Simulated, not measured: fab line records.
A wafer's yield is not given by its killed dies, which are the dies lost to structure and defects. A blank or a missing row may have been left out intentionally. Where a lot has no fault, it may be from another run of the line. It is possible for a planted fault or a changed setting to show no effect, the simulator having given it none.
Lot-split experiment ; flow n5-finfet ; on a route of 1938 steps: 7 lots, 21 wafers read

ABOUT THE SPLIT
At N5_SD_EPI_N_PEB_07 (peb time 60 s), the setting peb-temp-c was moved away from the recipe's 110 C on 5 of the 21 wafers read, by -2.1% to +3.3%. This setting was run at the recipe's value on the other wafers.

FROM SPLIT TO READING: 1 step shown by the file between the two
- N5_SD_EPI_N_DEVELOP_08: develop time 30 s

THE READING
cd-nm at N5_SD_EPI_N_CD_MEAS_09, given in nm (cd target 120 nm). A value of 120.2 nm with a standard deviation of 0.57 nm is what fault-free wafers of this fab line usually give.

wafer;tool, chamber at the split;peb-temp-c as run, C;against the recipe;cd-nm, nm;against lot-mates on the recipe
L079.1;litho-track-05, 0;110;recipe;119.7;-
L079.4;litho-track-05, 0;107.7;-2.1%;113.0;-6.6
L079.6;litho-track-05, 0;110;recipe;119.5;-
L084.2;litho-track-03, 0;110;recipe;120.5;-
L084.3;litho-track-03, 0;110;recipe;120.3;-
L084.4;litho-track-03, 0;110;recipe;120.9;-
L086.1;litho-track-05, 0;110;recipe;120.3;-
L086.3;litho-track-05, 0;110;recipe;120.3;-
L086.4;litho-track-05, 0;110;recipe;120.5;-
L088.2;litho-track-05, 0;110;recipe;120.0;-
L088.4;litho-track-05, 0;113.6;+3.3%;128.7;+8.7
L088.6;litho-track-05, 0;113.6;+3.3%;128.7;+8.7
L095.1;litho-track-03, 0;110;recipe;120.4;-
L095.3;litho-track-03, 0;110;recipe;119.4;-
L095.6;litho-track-03, 0;110;recipe;119.7;-
L096.3;litho-track-02, 0;110;recipe;120.6;-
L096.5;litho-track-02, 0;112.4;+2.2%;125.2;+4.6
L096.6;litho-track-02, 0;112.4;+2.2%;125.7;+5.1
L097.2;litho-track-05, 0;110;recipe;120.5;-
L097.5;litho-track-05, 0;110;recipe;120.1;-
L097.6;litho-track-05, 0;110;recipe;119.3;-

FIT RESULTS
A straight line over all 21 wafers: cd-nm changes by +2.71 nm for each +1% of peb-temp-c; r = +0.99; the points scatter about the line by 0.56 nm.
The same after taking each lot's own level away (the mean of its wafers on the recipe; 21 wafers): +2.64 nm for each +1%; r = +0.99; scatter 0.46 nm.
The reading moves by 8.6 nm for the largest change in peb-temp-c, on that fit.
The lots' own levels span 119.60 to 120.60 nm, that is 1.8 times the standard deviation above.
Hence the lot-to-lot level has little effect on the slope; both slopes agree.
Check: with one of the wafers moved furthest among these (+3.3%) left out of the fit, the line predicts +8.4 nm for it against its lot-mates. Against them it came out at +8.7 nm.

OTHER SPLITS ON THESE WAFERS
Other splits were also applied to these wafers ahead of the reading. Each is held against what the fit with the lots' levels taken away leaves over:
other split on the same wafers;wafers away from the commonest value;r with cd-nm (lot level and that fit taken away)
N5_PMOS_HMC_CHANNEL_EPI_EXPOSE_06 dose-mj;8;+0.16
N5_PMOS_HMC_CHANNEL_EPI_ETCH_32 bias-w;5;-0.23
N5_FIN_SAQP_ETCH_65 time-s;6;+0.14
N5_FIN_CUT_COAT_19 spin-rpm;8;-0.22
N5_FIN_CUT_EXPOSE_05 dose-mj;6;-0.29
N5_DUMMY_GATE_PECVD_30 time-s;4;-0.40

FILE'S OWN FIT
cd-nm changes by +2.67 nm for each +1% of peb-temp-c, r = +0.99.
